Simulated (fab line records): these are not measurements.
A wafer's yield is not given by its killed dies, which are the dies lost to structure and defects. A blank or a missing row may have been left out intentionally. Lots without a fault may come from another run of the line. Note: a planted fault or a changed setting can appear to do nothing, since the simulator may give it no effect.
Chamber matching	flow n5-finfet	ald-metal-02 running N5_HKMG_FIN_ALD_71: 4 sister chambers
The step deposits TiN, target thk 1 nm, pulse time 1 s, purge time 3 s. 4 wafers are shown with their chamber, then 8 later ones without.

WAFERS PAIRED WITH THEIR CHAMBERS
wafer	chamber	heater-power-w (W)
L084.4	2	888
L088.2	1	967
L088.6	3	878
L089.1	0	1014

WAFERS WHOSE CHAMBER IS MISSING
wafer	heater-power-w (W)
L089.2	870
L089.3	873
L089.4	966
L089.5	1005
L089.6	882
L096.2	1038
L096.5	1007
L096.6	998

EACH ONE'S CHAMBER
wafer	from the rows above	in truth
L089.2	can't be placed: 3 or 2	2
L089.3	can't be placed: 3 or 2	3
L089.4	1	1
L089.5	0	0
L089.6	can't be placed: 3 or 2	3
L096.2	0	0
L096.5	0	0
L096.6	can't be placed: 0 or 1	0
Correct placement for 4 of the 8. Cannot be placed on the basis of these rows: 4; the candidates contain the true chamber in 4. 0 placed wrongly.
How it was worked out, from the rows above alone: a wafer's distance from a chamber is the root of the sum, over the readings, of the square of ((its reading less the chamber's mean) divided by the reading's scatter). The wafer belongs to the nearest chamber; if the next one is less than 2 further off, it can't be placed. A chamber's mean is the mean of its shown wafers. The scatter: with one shown wafer a chamber, the root of the mean of the squares of how far each hidden wafer lies from its nearest shown one.
